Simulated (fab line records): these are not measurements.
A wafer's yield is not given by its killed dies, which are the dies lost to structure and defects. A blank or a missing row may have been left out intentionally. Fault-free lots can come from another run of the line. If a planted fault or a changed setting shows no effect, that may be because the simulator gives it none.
8D (eight disciplines) problem report, filled in by code || flow nand-harc || the parts of the form that need people (team, actions taken, sign-off) are left out

## 1. PROBLEM STATEMENT
killed-at-array at NHARC_END_SORT_01 reads a mean of 437 on 3 wafers of 2 lots; wafers without a fault read 46 with a standard deviation of 16. That puts it +24 standard deviations away from the usual mean.
First observed at day 32 02:07: wafer L249.6, on prober-01. Wafers with a number at this step in the record: 6, from 2 lots. Rule for "out", or "out of limits": more than 4 standard deviations from the usual mean. The other wafers with a number count as sound.

## 2. WHAT IT IS, WHAT IT ISN'T
{"question": "which readings at this step", "is": "killed-at-array, killed-dies", "is not": "killed-at-other, killed-open, killed-short"}
{"question": "which lots", "is": "L249, L250", "is not": "-"}
{"question": "which wafers of those lots", "is": "L249.6, L250.2, L250.3", "is not": "L249.1, L249.5, L250.4"}
{"question": "read on which gauges", "is": "prober-01, prober-02", "is not": "-"}
{"question": "when", "is": "from day 32 02:07", "is not": "up to then (2 sound wafers); but 1 sound wafer of L250 came after"}

## 3. THE SUSPECTS, EACH WITH WHAT RULES IT OUT
Counting: any tool at a process step up to the reading remains a suspect provided it ran every lot that is out. Sound lots after the first of them don't rule it out here, since some wafers of a struck lot are sound.
- the gauge at NHARC_END_SORT_01 is ruled out. 2 gauges (prober-01, prober-02) read the wafers that are out.
- rie-diel-13 at NHARC_A_STAIRCASE_ETCH_13 (etches the open film in C4F8/O2, target depth 100 nm, time 40.5 s): kept. It ran every lot that is out, first L249 (day 23 03:11). Its own oes-product-au readings are out on those wafers.
- rie-diel-13 at NHARC_A_STAIRCASE_ETCH_15 (etches the open film in C4F8/O2, target depth 100 nm, time 40.5 s): kept. It ran every lot that is out, first L249 (day 23 04:05). NHARC_A_STAIRCASE_ETCH_15: start missing for some lots; hours and lot order therefore follow NHARC_A_STAIRCASE_TRIM_20.
- rie-diel-13 at NHARC_A_STAIRCASE_TRIM_20 (chemistry O2, time 211.2 s): kept. It ran every lot that is out, first L249 (day 23 04:05).
After the count, these remain: rie-diel-13 at NHARC_A_STAIRCASE_ETCH_13, rie-diel-13 at NHARC_A_STAIRCASE_ETCH_15 and rie-diel-13 at NHARC_A_STAIRCASE_TRIM_20.

## 4. THE CAUSE (what the simulator had put in)
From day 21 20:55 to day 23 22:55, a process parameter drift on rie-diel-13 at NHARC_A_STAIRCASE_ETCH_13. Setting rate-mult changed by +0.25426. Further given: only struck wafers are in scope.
After counting, 3 suspects remain, this tool included.

## 5. SEQUENCE OF EFFECTS, ordered by route
Rows list readings where the struck wafers' mean (over those with a number) sits beyond 3 standard deviations from the usual. Readings are gone through only where the record gives a usual standard deviation; hours: the median, over the lots, of the time from a lot's start at the first step in this table giving one to that lot's start at this step; sigmas: the change measured in usual standard deviations.
{"hours": 0, "step": "NHARC_A_STAIRCASE_ETCH_13", "reading": "oes-product-au", "usual": "0.944 a.u.", "on struck wafers": 1.089, "change": "+0.145", "sigmas": "+9.7"}
{"hours": 220, "step": "NHARC_END_SORT_01", "reading": "killed-at-array", "usual": 46, "on struck wafers": 437, "change": "+391", "sigmas": "+24"}
{"hours": 220, "step": "NHARC_END_SORT_01", "reading": "killed-dies", "usual": 51, "on struck wafers": 445, "change": "+394", "sigmas": "+23"}
The process steps in it:
- NHARC_A_STAIRCASE_ETCH_13: etches the open film in C4F8/O2, target depth 100 nm, time 40.5 s.

## 6. HOW IT WOULD HAVE BEEN CAUGHT EARLIER
In this record the first reading out of limits at a measuring or inspecting step was taken at day 32 02:07, 245 hours after the fault began at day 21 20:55.
At NHARC_A_STAIRCASE_ETCH_13, the tool's own readings (oes-product-au) were out on each struck wafer the step has a row for, so an alarm limit on them would have fired on the first such wafer.
Lots out: 2; all had begun NHARC_A_STAIRCASE_ETCH_13 on rie-diel-13 by day 32 02:07. Had the tool been put on hold then, not one of them would have been saved.
